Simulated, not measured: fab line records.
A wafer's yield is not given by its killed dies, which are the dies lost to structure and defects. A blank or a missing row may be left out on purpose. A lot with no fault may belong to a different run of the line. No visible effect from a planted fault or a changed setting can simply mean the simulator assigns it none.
fab line records | flow n5-finfet
record: lots: 11 wafers: 31 last-day: 19
route steps=1938 shown BEOL_M4@1086 MIM_BOT_ETCH@1866 PASS1_CAP@1874 TV_OPEN@1887 PASSIVATION@1936
lots that met no fault: taken from a fault-free run of the same line
start-h: the number of hours between the record's first day and the start of the first shown wafer of the lot | wait-h: hours from the lot's prior step to this one | " repeats the value in the row above | L1.1+2: a row that stands for several wafers | - either no value or no given start | * or withheld: withheld | < > ~ a bound
route shown NAME@n: a module of which the file shows steps, and the number in the route of the first | usual: mean/standard deviation taken from wafers without a fault | same: alike in all rows | chamber/n: place in a boat | sites: per-site readings | _std_site: standard deviation of those values | _edge_site: mean of outer sites minus mean of inner sites | radius-mm: for every site, how far away it sits from the centre of the wafer | mask NAME#n: copy n | behind: tool/chamber where the wafer was last shaped | hold: reason for holding the lot/hours on hold/outcome of the hold | device: whichever transistor did not switch (one of n, p or np) | end of line: tests of these same wafers at the route's end | where a step has no rows: the recipe by itself | killed: at the first sort, the dies lost to defects and structure; wafer yield is something else | map: a wafer's dies, marking killed ones x, the rest . and places with no die _
set.NAME: the setting as run; set.NAME@STEP: as run at that earlier step | model.NAME: the simulator's own value behind a step, which no gauge read
route steps across a sampled set of lots; one table per step, one row per wafer
services: a tool's chamber out of use, with start hour (start-h, from the record's first day; less than 0 if before it), hours out, and reason
== steps ==
step: N5_BEOL_M4_SPUTTER_79
recipe: material: Cu target-thk-a: 45 temp-c: -20 chamber-pressure-pa: 0.07 power-w: withheld time-s: 8.29
usual: throttle-valve-pct: 30.2/1.2
columns lot.wafer tool chamber start-h wait-h throttle-valve-pct
L830.2 pvd-sputter-01 - 173.30 0.1 31.0
L830.3 " - " " 31.7
L830.6 " - " " 31.1
L832.2 pvd-sputter-02 - 179.31 0.1 28.6
L832.5 " - " " 29.1
L832.6 " - " " 29.5
L831.1 pvd-sputter-01 - 182.30 0.1 31.5
L831.2 " - " " 30.3
L831.5 " - " " 31.1
L836.3 pvd-sputter-02 - 207.10 0.1 28.9
L836.4 " - " " 28.8
L836.5 " - " " 29.5
L838.1 pvd-sputter-02 - 208.94 0.1 29.2
L838.2 " - " " 29.0
L838.5 " - " " 29.4
L841.3 pvd-sputter-02 - 226.38 0.1 29.5
L841.4 " - " " 29.0
L841.5 " - " " 28.7
L843.1 pvd-sputter-02 - 251.79 0.1 29.1
L843.2 " - " " 28.8
L843.3 " - " " 29.6
L842.3 pvd-sputter-03 - 259.15 0.1 29.2
L842.4 " - " " 31.2
L842.6 " - " " 30.6
L850.2 pvd-sputter-02 - 310.32 0.1 29.0
L850.3 " - " " 28.5
L850.6 " - " " 29.6
L852.1 pvd-sputter-02 - 329.68 0.1 29.0
L852.3 " - " " 28.8
L853.2 pvd-sputter-01 - 332.96 0.1 30.1
L853.3 " - " " 31.2
step: N5_MIM_BOT_ETCH_ETCH_04
recipe: chemistry: CF4/O2 target: SiNx target-depth-a: 260 time-s: 13 ion-energy-ev: 100 pressure-mtorr: 40 source-w: 535 bias-w: 49 Ar_flow_sccm: 100 cf4-flow-sccm: 100 O2_flow_sccm: 10
usual: drypump-motor-current-A: 5.6/0.47 mfc-ar-sccm: 99.98/0.29 oes-product-au: 0.80/0.082 rf-vpp-V: 244/6 showerhead-plenum-p-Torr: 2.21/0.074 throttle-valve-pct: 15.98/0.26
columns lot.wafer tool chamber start-h wait-h drypump-motor-current-A mfc-ar-sccm oes-product-au rf-hours-counter-h rf-vpp-V showerhead-plenum-p-Torr throttle-valve-pct
L830.2 rie-diel-06 2 285.30 0.0 4.9 99.74 0.97 18 246 2.17 15.39
L830.3 " 3 " " 6.0 99.81 0.75 160 237 2.29 16.15
L830.6 " 1 " " 5.8 100.16 0.74 - 250 2.12 16.13
L831.1 rie-diel-04 0 291.14 0.0 4.7 99.79 0.78 118 251 2.22 15.82
L831.2 " 3 " " 5.8 100.29 0.76 195 239 2.11 16.29
L831.5 " 2 " " 5.9 99.99 0.78 - 246 2.21 16.10
L832.2 rie-diel-04 0 308.33 0.0 4.8 99.73 0.77 124 252 2.21 15.83
L832.5 " 0 " " 4.8 99.91 0.77 - 250 2.21 15.82
L832.6 " 1 " " 5.9 100.18 0.70 - 251 2.26 15.86
L836.3 rie-diel-05 1 315.33 0.0 5.1 99.67 0.88 44 249 2.24 16.01
L836.4 " 3 " " 5.5 99.51 0.92 - 242 2.24 15.93
L836.5 " 0 " " 6.5 100.17 0.70 - 235 2.09 16.06
L838.1 rie-diel-06 1 316.78 0.0 5.8 100.19 0.72 188 250 2.12 16.16
L838.2 " 0 " " 5.8 100.11 0.85 78 234 2.33 16.13
L838.5 " 0 " " 5.8 100.04 0.86 - 233 2.33 16.14
L841.3 rie-diel-05 1 334.18 0.0 5.2 100.53 0.86 52 249 2.24 16.01
L841.4 " 2 " " 5.2 100.05 0.87 59 239 2.32 15.68
L841.5 " 0 " " 6.4 99.70 0.70 - 235 2.09 16.08
L843.1 rie-diel-06 1 349.51 0.0 5.8 99.48 0.71 200 250 2.11 16.18
L843.2 " 0 " " 5.8 100.12 0.84 89 231 2.33 16.14
L843.3 " 2 " " 4.9 99.80 0.91 43 245 2.16 15.44
L842.3 rie-diel-04 3 364.31 0.0 5.7 99.50 0.73 222 239 2.10 16.35
L842.4 " 0 " " 4.8 99.49 0.75 - 253 2.21 15.86
L842.6 " 3 " " 5.7 99.50 0.73 - 243 2.10 16.34
L850.2 rie-diel-05 2 404.99 0.0 5.2 100.57 0.84 84 239 2.31 15.73
L850.3 " 0 " " 6.4 99.83 0.67 249 238 2.08 16.13
L850.6 " 1 " " 5.1 99.87 0.84 - 250 2.23 16.08
L852.1 rie-diel-05 1 437.60 0.0 5.1 100.25 0.81 96 249 2.23 16.12
L852.3 " 2 " " 5.2 100.08 0.82 102 238 2.31 15.78
L853.2 rie-diel-04 0 437.83 0.0 4.8 99.85 0.74 176 251 2.19 15.94
L853.3 " 1 " " 5.9 99.92 0.98 6 249 2.25 15.43
step: N5_PASSIVATION_PECVD_01
recipe: material: SiNx target-thk-a: 2000 temp-c: 400 precursor: SiH4/NH3/N2 pressure-torr: 4.9 rf-w: 1406 time-s: 43.2
usual: heater-power-w: 394/110 showerhead-plenum-p-Torr: 8.71/0.07 throttle-valve-pct: 29.2/1.4
columns lot.wafer tool chamber start-h wait-h heater-power-w showerhead-plenum-p-Torr throttle-valve-pct
L830.2 pecvd-04 1 286.16 0.0 531 8.77 30.5
L830.3 " 0 " " 564 8.50 32.5
L830.6 " 0 " " 566 8.51 32.5
L831.1 pecvd-01 1 292.09 0.0 523 8.74 29.4
L831.2 " 2 " " 234 8.75 29.3
L831.5 " 0 " " 416 8.60 29.9
L832.2 pecvd-03 0 309.19 0.0 255 8.73 28.9
L832.5 " 2 " " 314 8.75 26.6
L832.6 " 1 " " 384 8.71 28.5
L836.3 pecvd-01 2 316.40 0.0 262 8.74 29.1
L836.4 " 0 " " 507 8.60 29.7
L836.5 " 2 " " 271 8.74 29.7
L838.1 pecvd-03 1 317.97 0.0 448 8.72 28.0
L838.2 " 0 " " 161 8.72 28.8
L838.5 " 2 " " 379 8.74 26.9
L841.3 pecvd-03 0 335.03 0.0 258 8.72 28.9
L841.4 " 2 " " 360 8.75 26.6
L841.5 " 1 " " 457 8.73 28.3
L843.1 pecvd-04 1 350.50 0.0 413 8.73 30.6
L843.2 " 2 " " 391 8.70 28.8
L843.3 " 0 " " 635 8.54 32.6
L842.3 pecvd-01 1 365.16 0.0 519 8.75 29.2
L842.4 " 2 " " 268 8.74 29.5
L842.6 " 1 " " 360 8.73 29.0
L850.2 pecvd-01 2 405.97 0.0 254 8.75 29.6
L850.3 " 2 " " 266 8.74 29.9
L850.6 " 1 " " 489 8.73 28.8
L852.1 pecvd-03 2 438.59 0.0 357 8.76 27.3
L852.3 " 1 " " 350 8.74 28.2
L853.2 pecvd-01 1 438.78 0.0 502 8.75 29.3
L853.3 " 1 " " 513 8.76 29.3
step: N5_PASSIVATION_PASS_ETCH_74
recipe: chemistry: CF4/O2 target: SiNx target-depth-a: 2200 time-s: 110 ion-energy-ev: 100 pressure-mtorr: 40 source-w: 535 bias-w: 49 Ar_flow_sccm: 100 cf4-flow-sccm: 100 O2_flow_sccm: 10
usual: drypump-motor-current-A: 5.9/0.48 mfc-ar-sccm: 100.0/0.3 oes-product-au: 0.83/0.078 rf-vpp-V: 239/4.8 showerhead-plenum-p-Torr: 2.21/0.079 throttle-valve-pct: 15.87/0.23
columns lot.wafer tool chamber start-h wait-h drypump-motor-current-A mfc-ar-sccm oes-product-au rf-hours-counter-h rf-vpp-V showerhead-plenum-p-Torr throttle-valve-pct
L830.2 rie-diel-02 2 288.14 0.0 6.5 99.5 0.90 28 240 2.16 16.00
L830.3 " 0 " " 5.6 100.6 0.88 43 234 2.15 15.75
L830.6 " 2 " " 6.5 100.0 0.90 - 239 2.16 16.00
L831.1 rie-diel-01 1 293.09 0.0 5.8 100.1 0.86 70 234 2.32 15.50
L831.2 " 3 " " 5.4 100.4 0.90 30 246 2.17 15.62
L831.5 " 0 " " 6.5 99.4 0.78 - 237 2.21 15.84
L832.2 rie-diel-02 0 311.87 0.0 5.6 99.8 0.87 49 235 2.14 15.77
L832.5 " 0 " " 5.6 100.7 0.87 - 236 2.14 15.79
L832.6 " 1 " " 5.2 100.0 0.68 - 235 2.09 16.41
L836.3 rie-diel-01 0 317.61 0.0 6.4 99.7 0.77 147 236 2.20 15.86
L836.4 " 2 " " 5.7 100.1 0.80 80 241 2.23 15.88
L836.5 " 0 " " 6.4 99.6 0.77 - 236 2.20 15.85
L838.1 rie-diel-01 1 318.49 0.0 5.7 99.6 0.85 78 234 2.32 15.52
L838.2 " 2 " " 5.7 100.3 0.80 80 241 2.23 15.90
L838.5 " 2 " " 5.8 100.1 0.80 - 242 2.23 15.88
L841.3 rie-diel-01 1 337.12 0.0 5.8 99.3 0.85 83 235 2.32 15.54
L841.4 " 3 " " 5.4 100.4 0.88 - 245 2.16 15.63
L841.5 " 1 " " 5.8 99.8 0.85 - 233 2.32 15.53
L843.1 rie-diel-01 2 351.44 0.0 5.7 99.6 0.79 86 241 2.22 15.90
L843.2 " 1 " " 5.8 99.5 0.83 87 235 2.31 15.54
L843.3 " 3 " " 5.4 99.5 0.86 49 246 2.16 15.64
L842.3 rie-diel-02 2 366.55 0.0 6.4 100.3 0.86 57 239 2.15 16.05
L842.4 " 1 " " 5.2 100.2 1.00 3 245 2.35 15.89
L842.6 " 1 " " 5.2 99.8 1.00 - 247 2.35 15.89
L850.2 rie-diel-03 0 406.72 0.0 4.9 100.2 0.73 205 241 2.19 15.85
L850.3 " 1 " " 6.0 100.1 0.68 238 235 2.26 16.57
L850.6 " 3 " " 6.6 100.3 0.82 - 237 2.23 15.80
L853.2 rie-diel-02 0 439.60 0.0 5.6 99.9 0.82 91 235 2.13 15.86
L853.3 " 2 " " 6.4 99.7 0.81 78 240 2.14 16.09
L852.1 rie-diel-01 0 439.67 0.0 6.5 99.9 0.75 183 235 2.19 15.92
L852.3 " 3 " " 5.4 100.3 0.83 76 246 2.15 15.70
step: N5_PASSIVATION_PROBE_49
usual: defect-limited-yield: 91.0/1.6 killed_at_M0_to_M3: 35/11 killed_at_M4_up: 14/5.3 killed-at-contacts: 13/6.7 killed-at-front-end: 41/12 killed-at-other: 3.9/2.7 killed-dies: 106/19 killed-open: 70/14 killed-short: 35/8.8 sort_bin_4_leakage: 0.01/0.058 sort_bin_5_function: 5.3/1 sort_bin_6_memory: 3.3/0.81 sort-n-pass: 1073/19 sort-yield-pct: 91.0/1.6
same: gross-dies: 1180 killed-at-back-side: 0 sort_bin_8_speed[%]: 0
columns lot.wafer tool chamber start-h wait-h defect-limited-yield[%] killed_at_M0_to_M3 killed_at_M4_up killed-at-contacts killed-at-front-end killed-at-other killed-dies killed-open killed-short sort_bin_4_leakage[%] sort_bin_5_function[%] sort_bin_6_memory[%] sort-n-pass sort-yield-pct[%]
L841.3 prober-01 - 343.85 0.1 81.4 32 150 7 25 5 219 52 19 0 12.2 4.1 961 81.4
L841.4 prober-01 - 343.90 0.2 80.3 41 153 8 23 8 233 65 30 0 12.6 4.2 947 80.3
L841.5 prober-01 - 343.95 0.2 79.4 32 154 15 34 8 243 65 33 0 12.8 4.3 937 79.4
L843.1 prober-02 - 358.37 0.0 78.1 32 155 16 48 8 259 75 53 0 14.7 4.3 921 78.1
L843.2 prober-02 - 358.42 0.1 78.1 50 154 17 33 5 259 73 50 0 13.8 4.1 921 78.1
L843.3 prober-02 - 358.47 0.1 79.7 35 144 13 43 4 239 71 34 0 13.0 4.9 941 79.7
killed by level:class
L841.3 BEOL_M4:unspecified=142 STI_FIN_REVEAL:geometric-particle:open=8 BEOL_M0_SAQP:geometric-particle:open=8 MOL_CONTACT_COAG:geometric-particle:open=6 BEOL_M1:geometric-particle:open=6 BEOL_M2:geometric-particle:open=5 BEOL_M3:geometric-particle:open=5 BEOL_M0_SAQP:geometric-particle:short=4
L841.4 BEOL_M4:unspecified=137 BEOL_M3:geometric-particle:open=13 BEOL_M4:geometric-particle:open=9 BEOL_M1:geometric-particle:open=8 MOL_CONTACT_COAG:geometric-particle:open=6 BEOL_M2:geometric-particle:open=6 DUMMY_GATE:geometric-particle:open=5 BEOL_M2:geometric-particle:short=5
L841.5 BEOL_M4:unspecified=141 MOL_CONTACT_COAG:geometric-particle:open=14 FIN_SAQP:geometric-particle:short=10 BEOL_M2:geometric-particle:open=10 FIN_SAQP:geometric-particle:open=9 BEOL_M1:geometric-particle:open=8 BEOL_M4:geometric-particle:open=6 BEOL_M3:geometric-particle:open=5
L843.1 BEOL_M4:unspecified=131 STI_FIN_REVEAL:geometric-particle:open=16 BEOL_M4:geometric-particle:open=14 BEOL_M0_SAQP:geometric-particle:short=12 MOL_CONTACT_COAG:geometric-particle:open=11 FIN_SAQP:geometric-particle:open=9 BEOL_M0_SAQP:geometric-particle:open=8 GATE_CUT:geometric-particle:short=6
L843.2 BEOL_M4:unspecified=135 MOL_CONTACT_COAG:geometric-particle:open=15 BEOL_M0_SAQP:geometric-particle:short=13 BEOL_M0_SAQP:geometric-particle:open=11 BEOL_M4:geometric-particle:open=10 FIN_SAQP:geometric-particle:open=9 FIN_SAQP:geometric-particle:short=9 BEOL_M0:geometric-particle:open=8
L843.3 BEOL_M4:unspecified=134 FIN_SAQP:geometric-particle:open=16 MOL_CONTACT_COAG:geometric-particle:open=10 BEOL_M0_SAQP:geometric-particle:short=10 FIN_SAQP:geometric-particle:short=9 BEOL_M4:geometric-particle:open=8 BEOL_M3:geometric-particle:open=8 STI_FIN_REVEAL:geometric-particle:open=7
== services ==
columns tool chamber start-h hours kind
rie-diel-04 2 158.73 9.8 repair
pecvd-03 - 168.63 2.8 repair
rie-diel-02 - 186.52 0.8 repair
rie-diel-05 2 186.93 18.4 repair
pvd-sputter-02 - 189.66 6.6 repair
rie-diel-01 3 216.72 5.4 repair
rie-diel-04 2 221.50 5.6 repair
pecvd-03 2 222.84 7.1 repair
rie-diel-02 - 226.79 14.6 pm
rie-diel-04 2 227.60 7.5 repair
pecvd-01 1 231.76 22.7 repair
rie-diel-04 - 246.59 4.3 pm
rie-diel-04 3 270.27 1.4 repair
rie-diel-01 - 271.77 2.8 pm
rie-diel-02 0 275.91 6.9 repair
rie-diel-05 1 276.52 6.8 repair
rie-diel-01 2 285.53 14.8 repair
rie-diel-05 2 314.84 9.9 repair
pecvd-03 - 324.74 0.7 repair
pecvd-01 - 391.84 0.6 repair
rie-diel-01 - 402.47 2.1 repair
pvd-sputter-02 - 410.52 0.9 repair
pvd-sputter-02 - 415.84 1.9 repair
rie-diel-01 1 416.10 2.8 repair
== key ==
first-sign: step: N5_PASSIVATION_PROBE_49 reading: killed_at_M4_up direction: up sigmas: 26 usual: 14 struck: 152
effect: step: N5_PASSIVATION_PROBE_49 reading: killed-dies direction: up sigmas: 7 usual: 106 struck: 242
more-kills-born-at: N5_BEOL_M4_SPUTTER_79@pvd-sputter-02: 820
met-at N5_BEOL_M4_SPUTTER_79
struck-lots L841,L843
not-acting-at N5_MIM_BOT_ETCH_ETCH_04,N5_PASSIVATION_PECVD_01,N5_PASSIVATION_PASS_ETCH_74
onset-between 208.94 226.38
fault: kind: chamber-particle-source tool: pvd-sputter-02 chamber: - onset-h: 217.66 steps: N5_BEOL_M4_SPUTTER_79 rate-per-visit-cm2: 1.2066 end-h: 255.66
